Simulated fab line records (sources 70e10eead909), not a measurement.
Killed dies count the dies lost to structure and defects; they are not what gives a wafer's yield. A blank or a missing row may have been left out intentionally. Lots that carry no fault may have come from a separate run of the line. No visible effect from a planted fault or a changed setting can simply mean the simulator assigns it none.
fab line records	flow nandHarc
record lots=24	wafers=72	lastDay=24
route steps=1159 shown A_CONTACT@901
lots that met no fault: taken from a fault-free run of the same line
startH: hours from the record's first day to the start of the lot's first wafer shown	waitH: time in hours since the lot's previous step	" identical to the entry in the row above	L1.1+2: a row that stands for several wafers	- value missing, or start not given	* or withheld: withheld	< > ~ a bound
route shown NAME@n: names a module that has steps shown in the file, with the first one's number in the route	usual: mean/standard deviation of fault-free wafers	same: alike in all rows	chamber/n: place in a boat	sites: readings site by site	_std_site: how widely they spread, as a standard deviation	_edge_site: mean of outer sites minus mean of inner sites	radiusMm: for every site, how far away it sits from the centre of the wafer	mask NAME#n: copy n	behind: the most recent tool/chamber to have shaped the wafer	hold: cause of the lot's hold/its duration in hours/its outcome	device: whichever transistor did not switch (one of n, p or np)	end of line: at the end of the route, the tests of the same wafers	where a step has no rows: the recipe by itself	killed: dies that structure and defects cost at the first sort, which is not the same as the wafer's yield	map: per-die view of a wafer (x killed, . not killed, _ where there is no die)
set.NAME: the setting the step ran with; set.NAME@STEP: the setting that earlier step ran with	model.NAME: the simulator's own value behind a step, which no gauge read
steps of the route over a sample of lots; a table a step, a row a wafer
services: when a tool's chamber went out of use (startH, in hours from the record's first day, below 0 if earlier), for how many hours, and the reason
## steps
# step NHARC_A_CONTACT_ETCH_76
# recipe targetDepthA=2600	overEtchFrac=0.3	timeS=475.3	ionEnergyEv=200	n2FlowSccm=150	h2FlowSccm=150	arFlowSccm=0	rfW=400	biasW=150	chemistry=N2/H2
# usual drypumpMotorCurrentA=5.6/0.4	oesProductAu=0.996/0.017	rfVppV=429.6/2.7	showerheadPlenumPTorr=2.00/0.088	throttleValvePct=14.171/0.0088
lot.wafer	tool	chamber	startH	waitH	drypumpMotorCurrentA	oesProductAu	rfHoursCounterH	rfVppV	showerheadPlenumPTorr	throttleValvePct
L075.1	rieDiel-04	2	-	-	5.4	0.989	31	429.1	1.99	14.162
L075.4	"	3	"	"	5.6	0.981	30	429.8	2.05	14.186
L075.3	"	0	"	"	5.0	0.993	31	431.4	2.14	14.183
L074.1	rieDiel-04	1	-	-	5.9	1.011	33	430.2	2.06	14.162
L074.6	"	1	"	"	5.9	1.007	-	430.6	2.06	14.168
L074.5	"	2	"	"	5.4	0.999	-	428.8	1.99	14.155
L076.2	rieDiel-04	1	-	-	5.9	1.011	34	429.9	2.06	14.170
L076.4	"	2	"	"	5.4	0.989	34	427.9	1.99	14.146
L076.5	"	1	"	"	5.9	1.009	-	430.6	2.05	14.179
L077.1	rieDiel-03	2	-	-	6.2	0.997	30	426.7	1.89	14.183
L077.5	"	2	"	"	6.2	0.997	-	425.6	1.89	14.179
L077.6	"	3	"	"	5.8	0.970	-	427.2	1.93	14.176
L078.3	rieDiel-03	1	-	-	5.4	1.006	0	433.5	2.09	14.164
L078.4	"	2	"	"	6.2	1.019	0	424.5	1.89	14.180
L078.6	"	1	"	"	5.4	1.003	-	433.2	2.09	14.182
L080.2	rieDiel-04	3	-	-	5.6	0.979	45	431.1	2.05	14.168
L080.6	"	1	"	"	5.9	1.019	-	431.0	2.05	14.178
L080.5	"	2	"	"	5.4	1.007	-	428.6	1.98	14.177
L079.3	rieDiel-01	1	-	-	5.3	1.000	37	434.3	2.18	14.172
L079.2	"	2	"	"	6.2	1.003	31	431.6	2.06	14.172
L079.1	"	3	"	"	5.0	0.996	34	427.5	1.91	14.182
L083.2	rieDiel-03	0	-	-	5.1	0.998	4	430.0	1.99	14.167
L083.3	"	2	"	"	6.2	1.017	5	426.8	1.89	14.159
L083.6	"	0	"	"	5.1	0.993	-	429.3	1.99	14.163
L082.3	rieDiel-03	0	-	-	5.1	0.984	5	429.4	1.99	14.173
L082.1	"	1	"	"	5.4	0.987	6	432.8	2.09	14.165
L082.5	"	0	"	"	5.1	0.990	-	429.6	1.99	14.186
L081.3	rieDiel-03	1	-	-	5.4	0.990	6	432.0	2.09	14.174
L081.4	"	3	"	"	5.7	0.967	6	427.8	1.93	14.168
L081.5	"	2	"	"	6.2	1.028	-	426.7	1.89	14.154
L084.4	rieDiel-03	3	-	-	5.8	0.972	8	427.4	1.92	14.176
L084.3	"	1	"	"	5.4	0.989	7	434.4	2.09	14.166
L084.6	"	0	"	"	5.1	0.997	-	430.2	1.99	14.168
L085.3	rieDiel-03	0	-	-	5.1	0.999	9	430.6	1.98	14.172
L085.5	"	3	"	"	5.8	0.967	-	426.0	1.92	14.161
L085.6	"	0	"	"	5.1	0.998	-	427.8	1.98	14.166
L086.1	rieDiel-01	0	-	-	5.8	0.995	43	432.9	2.08	14.179
L086.3	"	3	"	"	5.0	1.005	43	426.5	1.90	14.168
L086.6	"	0	"	"	5.8	0.989	-	433.0	2.08	14.175
L087.3	rieDiel-03	2	-	-	6.2	1.028	10	428.2	1.88	14.181
L087.5	"	1	"	"	5.4	1.005	-	432.0	2.08	14.160
L087.6	"	2	"	"	6.2	1.027	-	424.9	1.88	14.184
L089.1	rieDiel-03	0	-	-	5.1	0.973	13	427.5	1.98	14.169
L089.4	"	3	"	"	5.8	0.961	13	427.2	1.92	14.158
L089.5	"	1	"	"	5.4	0.977	-	431.9	2.08	14.182
L091.2	rieDiel-01	1	-	-	5.3	1.004	53	434.1	2.18	14.176
L091.4	"	3	"	"	5.0	0.996	52	426.8	1.90	14.180
L091.6	"	1	"	"	5.3	1.004	-	433.5	2.18	14.159
L088.3	rieDiel-03	1	-	-	5.4	1.001	17	433.2	2.08	14.148
L088.1	"	2	"	"	6.2	1.033	16	424.5	1.88	14.171
L088.4	"	0	"	"	5.1	0.988	17	428.4	1.98	14.169
L090.2	rieDiel-03	1	-	-	5.4	0.994	17	432.2	2.08	14.166
L090.4	"	2	"	"	6.2	1.009	17	426.9	1.88	14.177
L090.6	"	2	"	"	6.2	1.018	-	425.3	1.88	14.166
L093.2	rieDiel-04	3	-	-	5.6	0.970	6	431.8	2.04	14.166
L093.1	"	1	"	"	6.0	0.997	5	431.9	2.04	14.176
L093.6	"	3	"	"	5.6	0.968	-	431.0	2.04	14.171
L092.2	rieDiel-01	2	-	-	6.1	1.020	56	432.6	2.06	14.166
L092.3	"	3	"	"	5.0	0.983	59	427.0	1.90	14.168
L092.5	"	1	"	"	5.3	0.989	-	435.2	2.17	14.184
L096.2	rieDiel-03	1	-	-	5.4	0.998	20	433.2	2.08	14.167
L096.6	"	1	"	"	5.4	0.986	-	431.9	2.08	14.157
L096.5	"	2	"	"	6.2	1.012	-	425.6	1.88	14.161
L094.4	rieDiel-03	0	-	-	5.1	1.002	20	428.5	1.98	14.162
L094.5	"	3	"	"	5.7	0.980	-	427.6	1.92	14.172
L094.6	"	0	"	"	5.1	0.992	-	430.3	1.98	14.181
L095.3	rieDiel-03	1	-	-	5.4	0.997	21	430.7	2.08	14.163
L095.2	"	3	"	"	5.8	0.996	21	427.0	1.92	14.179
L095.6	"	1	"	"	5.4	0.995	-	430.9	2.08	14.178
L097.4	rieDiel-03	1	-	-	5.4	1.002	24	431.8	2.08	14.176
L097.3	"	2	"	"	6.2	1.011	24	425.4	1.88	14.165
L097.5	"	1	"	"	5.4	0.993	-	431.3	2.08	14.171
# step NHARC_A_CONTACT_ETCH_126
# recipe sourceW=withheld	pressureMtorr=20	biasV=1200	timeS=155	targetDepthA=9560	arFlowSccm=withheld	c4f8FlowSccm=withheld	o2FlowSccm=withheld	chemistry=C4F8/O2/Ar
lot.wafer	tool	chamber	startH	waitH	rfHoursCounterH
L075.1	harCapEtch-03	0	372.61	0.1	82
L075.3	"	1	"	"	-
L075.4	"	0	"	"	-
L074.1	harCapEtch-02	1	375.55	0.1	11
L074.5	"	0	"	"	-
L074.6	"	1	"	"	-
L076.2	harCapEtch-01	1	378.32	0.1	57
L076.4	"	0	"	"	-
L076.5	"	0	"	"	-
L077.1	harCapEtch-02	1	385.06	0.1	13
L077.6	"	1	"	"	-
L077.5	"	0	"	"	-
L078.4	harCapEtch-03	0	402.97	0.1	-
L078.3	"	1	"	"	-
L078.6	"	1	"	"	-
L080.2	harCapEtch-02	0	416.84	0.1	17
L080.5	"	1	"	"	-
L080.6	"	0	"	"	-
L079.2	harCapEtch-01	1	417.05	0.1	63
L079.1	"	0	"	"	63
L079.3	"	1	"	"	-
L083.2	harCapEtch-02	1	425.49	0.1	18
L083.3	"	1	"	"	-
L083.6	"	0	"	"	-
L082.1	harCapEtch-03	0	426.95	0.1	91
L082.3	"	0	"	"	-
L082.5	"	0	"	"	-
L081.4	harCapEtch-01	0	428.63	0.1	-
L081.3	"	1	"	"	-
L081.5	"	1	"	"	-
L084.3	harCapEtch-03	0	437.96	0.1	-
L084.4	"	1	"	"	-
L084.6	"	1	"	"	-
L085.3	harCapEtch-02	1	447.35	0.1	-
L085.6	"	0	"	"	-
L085.5	"	1	"	"	-
L086.1	harCapEtch-03	0	448.03	0.1	95
L086.3	"	1	"	"	-
L086.6	"	0	"	"	-
L087.3	harCapEtch-01	0	449.86	0.1	-
L087.6	"	0	"	"	-
L087.5	"	1	"	"	-
L089.1	harCapEtch-01	1	471.90	0.1	71
L089.4	"	1	"	"	-
L089.5	"	1	"	"	-
L091.2	harCapEtch-02	1	472.76	0.1	27
L091.4	"	1	"	"	-
L091.6	"	0	"	"	-
L088.1	harCapEtch-03	0	482.56	0.1	101
L088.4	"	0	"	"	-
L088.3	"	1	"	"	-
L090.2	harCapEtch-01	1	484.42	0.1	74
L090.4	"	0	"	"	-
L090.6	"	1	"	"	-
L093.1	harCapEtch-02	1	487.43	0.1	30
L093.2	"	0	"	"	30
L093.6	"	0	"	"	-
L092.2	harCapEtch-03	0	488.70	0.1	102
L092.3	"	0	"	"	-
L092.5	"	1	"	"	-
L096.2	harCapEtch-02	1	501.34	0.1	33
L096.5	"	1	"	"	-
L096.6	"	0	"	"	-
L094.4	harCapEtch-01	1	501.70	0.1	-
L094.6	"	1	"	"	-
L094.5	"	0	"	"	-
L095.2	harCapEtch-03	0	505.83	0.1	106
L095.3	"	1	"	"	-
L095.6	"	1	"	"	-
L097.3	harCapEtch-01	0	515.87	0.1	-
L097.4	"	1	"	"	-
L097.5	"	0	"	"	-
# step NHARC_A_CONTACT_STRIP_82
# recipe o2FlowSccm=500	arFlowSccm=0	biasW=0	chemistry=O2
# usual drypumpMotorCurrentA=5.6/0.4	o2FlowSccm=500.1/1.7	oesProductAu=0.996/0.015	rfVppV=57.6/0.82	showerheadPlenumPTorr=3.50/0.14	throttleValvePct=17.035/0.0086
lot.wafer	tool	chamber	startH	waitH	drypumpMotorCurrentA	o2FlowSccm	oesProductAu	rfHoursCounterH	rfVppV	showerheadPlenumPTorr	throttleValvePct
L075.4	rieDiel-01	2	-	-	6.1	500.2	1.016	17	56.9	3.58	17.026
L075.3	"	3	"	"	5.0	498.7	1.003	22	57.0	3.33	17.021
L075.1	"	0	"	"	5.8	499.4	0.993	21	57.2	3.60	17.030
L074.1	rieDiel-03	1	-	-	5.4	500.8	0.964	26	58.6	3.61	17.023
L074.5	"	2	"	"	6.2	502.9	0.987	-	57.0	3.29	17.037
L074.6	"	3	"	"	5.8	496.5	0.972	-	59.5	3.35	17.038
L076.2	rieDiel-04	1	-	-	5.9	503.7	1.017	37	58.0	3.55	17.023
L076.4	"	3	"	"	5.6	497.3	0.986	34	57.3	3.54	17.045
L076.5	"	1	"	"	5.9	502.0	1.017	-	57.9	3.55	17.039
L077.1	rieDiel-03	3	-	-	5.8	499.9	0.983	33	57.5	3.35	17.049
L077.6	"	1	"	"	5.4	500.6	0.989	-	59.8	3.60	17.038
L077.5	"	2	"	"	6.2	500.8	1.007	-	56.8	3.29	17.027
L078.3	rieDiel-04	2	-	-	5.4	502.0	1.004	45	56.3	3.44	17.031
L078.4	"	0	"	"	5.0	503.6	1.009	42	58.5	3.68	17.037
L078.6	"	1	"	"	5.9	498.1	1.021	-	57.5	3.55	17.042
L080.2	rieDiel-04	2	-	-	5.4	502.7	1.003	50	57.2	3.44	17.039
L080.5	"	0	"	"	5.0	502.3	1.022	-	56.9	3.67	17.028
L080.6	"	1	"	"	6.0	501.3	1.016	-	59.2	3.54	17.046
L079.1	rieDiel-03	2	-	-	6.2	499.1	1.007	5	57.5	3.29	17.029
L079.2	"	0	"	"	5.1	499.9	0.986	4	56.4	3.44	17.041
L079.3	"	1	"	"	5.4	501.4	0.979	5	58.3	3.60	17.040
L083.2	rieDiel-01	1	-	-	5.3	501.0	0.990	40	58.9	3.75	17.026
L083.3	"	2	"	"	6.2	499.9	1.007	35	58.0	3.57	17.040
L083.6	"	1	"	"	5.4	500.5	0.997	-	58.3	3.75	17.036
L082.3	rieDiel-03	1	-	-	5.4	497.3	0.991	7	57.1	3.60	17.033
L082.1	"	2	"	"	6.2	499.7	1.011	7	57.4	3.29	17.035
L082.5	"	3	"	"	5.8	500.7	0.963	-	56.5	3.35	17.027
L081.4	rieDiel-03	2	-	-	6.2	499.3	1.023	7	57.3	3.29	17.033
L081.3	"	0	"	"	5.1	500.1	1.011	6	57.8	3.44	17.048
L081.5	"	2	"	"	6.2	501.2	1.025	-	56.6	3.29	17.032
L084.3	rieDiel-04	2	-	-	5.4	497.4	1.005	56	56.4	3.44	17.032
L084.4	"	0	"	"	5.0	500.9	1.006	55	58.8	3.67	17.031
L084.6	"	3	"	"	5.6	499.5	0.989	-	58.6	3.53	17.023
L085.3	rieDiel-01	0	-	-	5.8	500.5	0.996	44	58.8	3.59	17.045
L085.5	"	1	"	"	5.3	494.3	1.016	-	57.6	3.75	17.025
L085.6	"	2	"	"	6.1	498.5	1.016	-	57.9	3.56	17.036
L086.3	rieDiel-01	3	-	-	5.0	498.2	0.988	45	56.7	3.31	17.051
L086.1	"	2	"	"	6.2	500.3	1.019	42	56.9	3.56	17.040
L086.6	"	0	"	"	5.8	500.1	0.988	-	58.2	3.59	17.046
L087.3	rieDiel-03	1	-	-	5.4	497.7	0.978	11	58.3	3.60	17.031
L087.6	"	2	"	"	6.2	499.5	1.007	-	57.2	3.29	17.038
L087.5	"	3	"	"	5.8	501.3	0.965	-	55.5	3.35	17.019
L089.4	rieDiel-01	3	-	-	5.0	501.8	0.994	54	57.8	3.31	17.040
L089.1	"	1	"	"	5.3	499.2	1.008	55	58.7	3.74	17.017
L089.5	"	0	"	"	5.8	499.4	0.979	-	57.8	3.59	17.045
L091.2	rieDiel-04	3	-	-	5.6	499.6	0.985	0	57.8	3.53	17.017
L091.4	"	0	"	"	5.0	497.3	1.012	0	58.5	3.66	17.031
L091.6	"	1	"	"	6.0	497.2	0.992	-	56.5	3.54	17.034
L088.1	rieDiel-03	1	-	-	5.4	499.8	0.984	18	56.5	3.59	17.053
L088.4	"	3	"	"	5.8	499.7	0.966	18	56.1	3.34	17.040
L088.3	"	0	"	"	5.1	499.3	0.995	18	57.5	3.44	17.036
L090.2	rieDiel-01	0	-	-	5.8	498.8	0.983	55	57.9	3.58	17.021
L090.4	"	2	"	"	6.2	502.3	1.005	55	59.1	3.55	17.040
L090.6	"	1	"	"	5.3	500.7	1.003	-	59.0	3.74	17.024
L093.2	rieDiel-01	1	-	-	5.3	501.0	0.994	60	58.3	3.74	17.026
L093.1	"	0	"	"	5.8	500.4	0.991	56	58.4	3.58	17.025
L093.6	"	2	"	"	6.2	500.2	1.018	-	58.5	3.55	17.037
L092.3	rieDiel-03	1	-	-	5.4	499.0	0.987	19	57.9	3.59	17.033
L092.2	"	2	"	"	6.2	500.1	1.011	19	56.1	3.28	17.036
L092.5	"	0	"	"	5.1	498.6	0.991	-	57.4	3.44	17.028
L096.2	rieDiel-04	2	-	-	5.4	502.9	0.985	14	57.6	3.42	17.033
L096.5	"	0	"	"	5.0	499.0	1.014	-	58.1	3.65	17.041
L096.6	"	1	"	"	6.0	499.7	0.995	-	56.5	3.53	17.043
L094.4	rieDiel-03	2	-	-	6.2	501.8	1.018	21	57.5	3.28	17.040
L094.5	"	3	"	"	5.8	502.2	0.982	-	57.5	3.34	17.020
L094.6	"	0	"	"	5.1	499.4	0.988	-	58.2	3.43	17.025
L095.3	rieDiel-04	2	-	-	5.4	501.2	0.981	15	57.0	3.42	17.041
L095.2	"	1	"	"	5.9	501.1	1.001	15	58.0	3.53	17.026
L095.6	"	3	"	"	5.6	499.3	0.971	-	57.3	3.52	17.039
L097.3	rieDiel-01	0	-	-	5.8	504.9	0.976	6	59.6	3.58	17.033
L097.4	"	2	"	"	6.2	499.3	1.019	6	57.6	3.55	17.035
L097.5	"	0	"	"	5.8	504.1	0.973	-	57.8	3.58	17.038
# step NHARC_A_CONTACT_ETCH_135
# recipe sourceW=withheld	pressureMtorr=20	biasV=3000	timeS=132	targetDepthA=12870	arFlowSccm=withheld	c4f8FlowSccm=withheld	o2FlowSccm=withheld	chemistry=C4F8/O2/Ar
lot.wafer	tool	chamber	startH	waitH	rfHoursCounterH
L075.1	harCapEtch-02	0	380.27	0.2	12
L075.4	"	1	"	"	-
L075.3	"	0	"	"	-
L074.1	harCapEtch-01	1	382.22	0.2	59
L074.5	"	0	"	"	-
L074.6	"	1	"	"	-
L076.2	harCapEtch-03	0	385.83	0.2	85
L076.4	"	0	"	"	-
L076.5	"	1	"	"	-
L077.1	harCapEtch-01	0	391.29	0.2	59
L077.6	"	1	"	"	-
L077.5	"	0	"	"	-
L078.3	harCapEtch-03	0	409.07	0.1	-
L078.4	"	1	"	"	-
L078.6	"	1	"	"	-
L080.2	harCapEtch-01	1	426.69	0.2	64
L080.5	"	0	"	"	-
L080.6	"	1	"	"	-
L079.2	harCapEtch-02	0	427.55	0.2	19
L079.1	"	1	"	"	19
L079.3	"	0	"	"	-
L083.2	harCapEtch-03	1	433.47	0.2	92
L083.3	"	1	"	"	-
L083.6	"	1	"	"	-
L082.1	harCapEtch-01	0	434.90	0.2	66
L082.3	"	0	"	"	-
L082.5	"	0	"	"	-
L081.3	harCapEtch-02	0	436.60	0.1	-
L081.4	"	1	"	"	-
L081.5	"	0	"	"	-
L084.4	harCapEtch-01	0	444.04	0.1	-
L084.3	"	1	"	"	-
L084.6	"	1	"	"	-
L085.3	harCapEtch-02	0	453.70	0.1	-
L085.6	"	1	"	"	-
L085.5	"	0	"	"	-
L086.1	harCapEtch-03	0	454.83	0.2	97
L086.3	"	1	"	"	-
L086.6	"	1	"	"	-
L087.3	harCapEtch-01	1	455.96	0.1	-
L087.5	"	1	"	"	-
L087.6	"	0	"	"	-
L089.1	harCapEtch-02	1	478.62	0.2	28
L089.4	"	1	"	"	-
L089.5	"	1	"	"	-
L091.2	harCapEtch-01	0	481.26	0.2	73
L091.4	"	1	"	"	-
L091.6	"	1	"	"	-
L088.1	harCapEtch-02	0	491.55	0.2	31
L088.4	"	1	"	"	-
L088.3	"	0	"	"	-
L090.2	harCapEtch-01	0	492.75	0.2	76
L090.4	"	1	"	"	-
L090.6	"	0	"	"	-
L093.2	harCapEtch-02	1	497.75	0.2	32
L093.1	"	0	"	"	32
L093.6	"	0	"	"	-
L092.2	harCapEtch-01	0	498.98	0.2	77
L092.3	"	0	"	"	-
L092.5	"	0	"	"	-
L096.2	harCapEtch-02	0	508.83	0.2	34
L096.5	"	1	"	"	-
L096.6	"	0	"	"	-
L094.4	harCapEtch-03	1	509.71	0.1	-
L094.5	"	0	"	"	-
L094.6	"	1	"	"	-
L095.2	harCapEtch-02	0	513.79	0.2	34
L095.3	"	0	"	"	-
L095.6	"	1	"	"	-
L097.4	harCapEtch-03	1	522.12	0.1	-
L097.3	"	0	"	"	-
L097.5	"	0	"	"	-
# step NHARC_A_CONTACT_ETCH_137
# recipe sourceW=withheld	pressureMtorr=20	biasV=3000	timeS=132	targetDepthA=12870	arFlowSccm=withheld	c4f8FlowSccm=withheld	o2FlowSccm=withheld	chemistry=C4F8/O2/Ar
lot.wafer	tool	chamber	startH	waitH	rfHoursCounterH
L075.1	harCapEtch-02	0	380.52	0.1	12
L075.4	"	1	"	"	-
L075.3	"	0	"	"	-
L074.1	harCapEtch-01	1	382.47	0.1	59
L074.5	"	0	"	"	-
L074.6	"	1	"	"	-
L076.2	harCapEtch-03	0	386.16	0.1	86
L076.4	"	0	"	"	-
L076.5	"	1	"	"	-
L077.1	harCapEtch-01	0	391.62	0.1	60
L077.6	"	1	"	"	-
L077.5	"	0	"	"	-
L078.3	harCapEtch-03	0	409.32	0.1	-
L078.4	"	1	"	"	-
L078.6	"	1	"	"	-
L080.2	harCapEtch-01	1	426.94	0.1	64
L080.5	"	0	"	"	-
L080.6	"	1	"	"	-
L079.2	harCapEtch-02	0	427.80	0.1	20
L079.1	"	1	"	"	20
L079.3	"	0	"	"	-
L083.2	harCapEtch-03	1	433.71	0.1	92
L083.3	"	1	"	"	-
L083.6	"	1	"	"	-
L082.1	harCapEtch-01	0	435.14	0.1	66
L082.3	"	0	"	"	-
L082.5	"	0	"	"	-
L081.3	harCapEtch-02	0	436.85	0.1	-
L081.4	"	1	"	"	-
L081.5	"	0	"	"	-
L084.4	harCapEtch-01	0	444.28	0.1	-
L084.3	"	1	"	"	-
L084.6	"	1	"	"	-
L085.3	harCapEtch-02	0	453.95	0.1	-
L085.6	"	1	"	"	-
L085.5	"	0	"	"	-
L086.1	harCapEtch-03	0	455.07	0.1	97
L086.3	"	1	"	"	-
L086.6	"	1	"	"	-
L087.3	harCapEtch-01	1	456.21	0.1	-
L087.5	"	1	"	"	-
L087.6	"	0	"	"	-
L089.1	harCapEtch-02	1	478.87	0.1	28
L089.4	"	1	"	"	-
L089.5	"	1	"	"	-
L091.2	harCapEtch-01	0	481.51	0.1	73
L091.4	"	1	"	"	-
L091.6	"	1	"	"	-
L088.1	harCapEtch-02	0	491.79	0.1	31
L088.4	"	1	"	"	-
L088.3	"	0	"	"	-
L090.2	harCapEtch-01	0	493.00	0.1	76
L090.4	"	1	"	"	-
L090.6	"	0	"	"	-
L093.2	harCapEtch-02	1	498.00	0.1	32
L093.1	"	0	"	"	32
L093.6	"	0	"	"	-
L092.2	harCapEtch-01	0	499.22	0.1	77
L092.3	"	0	"	"	-
L092.5	"	0	"	"	-
L096.2	harCapEtch-02	0	509.08	0.1	34
L096.5	"	1	"	"	-
L096.6	"	0	"	"	-
L094.4	harCapEtch-03	1	510.02	0.1	-
L094.5	"	0	"	"	-
L094.6	"	1	"	"	-
L095.2	harCapEtch-02	0	514.04	0.1	35
L095.3	"	0	"	"	-
L095.6	"	1	"	"	-
L097.4	harCapEtch-03	1	522.37	0.1	-
L097.3	"	0	"	"	-
L097.5	"	0	"	"	-
# step NHARC_A_CONTACT_ALD_18
# recipe targetThkA=30	pulseTimeS=1	aldCycles=150	tempC=450	material=TiN
# usual heaterPowerW=1047/110	precursorPulseHeightRel=1.003/0.02
lot.wafer	tool	chamber	startH	waitH	heaterPowerW	precursorPulseHeightRel
L075.3	aldMetal-03	1	382.47	-	943	1.011
L075.1	"	2	"	"	940	1.004
L075.4	"	3	"	"	1017	1.006
L074.1	aldMetal-02	2	384.48	-	1192	1.006
L074.6	"	3	"	"	977	1.013
L074.5	"	0	"	"	915	1.013
L076.4	aldMetal-03	0	388.14	-	1040	0.985
L076.2	"	2	"	"	941	0.995
L076.5	"	1	"	"	937	0.985
L077.1	aldMetal-01	1	393.82	-	1031	1.007
L077.5	"	0	"	"	1033	1.013
L077.6	"	1	"	"	1047	0.998
L078.3	aldMetal-01	0	411.28	-	1045	0.976
L078.4	"	1	"	"	1037	0.992
L078.6	"	3	"	"	1025	1.016
L080.2	aldMetal-01	1	428.84	-	1051	1.036
L080.6	"	1	"	"	1060	0.974
L080.5	"	2	"	"	1104	0.995
L079.2	aldMetal-02	3	429.79	-	969	0.977
L079.1	"	0	"	"	922	0.998
L079.3	"	1	"	"	1374	1.014
L083.3	aldMetal-02	2	435.52	-	1228	1.029
L083.2	"	0	"	"	921	1.034
L083.6	"	2	"	"	1249	1.016
L082.1	aldMetal-03	3	436.97	-	1013	0.965
L082.3	"	0	"	"	1064	1.033
L082.5	"	1	"	"	933	0.992
L081.3	aldMetal-02	1	438.64	-	1325	1.019
L081.4	"	2	"	"	1246	0.996
L081.5	"	1	"	"	1360	1.040
L084.3	aldMetal-03	1	446.16	-	940	0.989
L084.4	"	3	"	"	1010	0.979
L084.6	"	0	"	"	1058	0.990
L085.3	aldMetal-01	0	455.78	-	1036	1.020
L085.5	"	3	"	"	1013	0.994
L085.6	"	0	"	"	1017	0.997
L086.1	aldMetal-01	2	456.89	-	1082	0.999
L086.3	"	1	"	"	1063	1.000
L086.6	"	2	"	"	1092	1.035
L087.3	aldMetal-03	0	457.99	-	1064	0.975
L087.5	"	0	"	"	1054	1.004
L087.6	"	1	"	"	944	1.026
L089.1	aldMetal-01	1	481.03	-	999	1.016
L089.4	"	1	"	"	993	1.002
L089.5	"	3	"	"	1012	1.047
L091.2	aldMetal-01	3	483.43	-	1020	0.954
L091.4	"	3	"	"	1002	0.987
L091.6	"	0	"	"	1062	0.994
L088.4	aldMetal-01	0	493.71	-	1059	0.979
L088.3	"	2	"	"	1178	0.982
L088.1	"	3	"	"	1002	1.014
L090.4	aldMetal-03	3	495.00	-	1051	1.014
L090.2	"	0	"	"	1060	0.973
L090.6	"	3	"	"	1024	1.014
L093.1	aldMetal-01	0	500.83	-	1027	1.024
L093.2	"	3	"	"	1005	0.986
L093.6	"	0	"	"	1009	1.013
L092.3	aldMetal-02	3	501.53	-	1026	1.020
L092.2	"	1	"	"	1357	1.028
L092.5	"	3	"	"	1013	1.016
L096.2	aldMetal-03	0	510.87	-	1098	0.987
L096.6	"	0	"	"	1092	0.982
L096.5	"	1	"	"	975	1.003
L094.4	aldMetal-01	0	511.90	-	1055	0.977
L094.6	"	0	"	"	1044	1.025
L094.5	"	1	"	"	997	1.010
L095.3	aldMetal-02	3	516.18	-	1021	0.990
L095.2	"	1	"	"	1350	1.007
L095.6	"	3	"	"	1006	0.992
L097.3	aldMetal-01	2	524.64	-	1155	0.988
L097.4	"	3	"	"	1010	1.002
L097.5	"	1	"	"	995	1.000
## services
tool	chamber	startH	hours	kind
rieDiel-03	-	360.97	0.3	repair
aldMetal-02	-	364.00	10.0	pm
rieDiel-03	0	371.36	-	clean
rieDiel-03	1	371.36	-	clean
rieDiel-03	2	371.36	-	clean
rieDiel-03	3	371.36	-	clean
aldMetal-03	-	372.95	2.2	repair
rieDiel-01	0	390.21	8.2	repair
rieDiel-03	-	392.33	9.0	pm
rieDiel-03	0	392.33	9.0	ventCycle
rieDiel-03	1	392.33	9.0	ventCycle
rieDiel-03	2	392.33	9.0	ventCycle
rieDiel-03	3	392.33	9.0	ventCycle
rieDiel-03	0	401.33	-	clean
aldMetal-03	0	404.67	18.3	repair
aldMetal-01	-	434.64	0.7	repair
aldMetal-03	-	450.49	1.7	repair
aldMetal-01	2	457.55	30.6	repair
aldMetal-01	-	458.00	10.0	pm
rieDiel-04	-	465.97	9.0	pm
aldMetal-03	3	469.91	4.4	repair
rieDiel-03	3	487.55	4.3	repair
rieDiel-01	-	491.88	9.0	pm
aldMetal-03	-	500.06	10.0	pm
## key
fault none
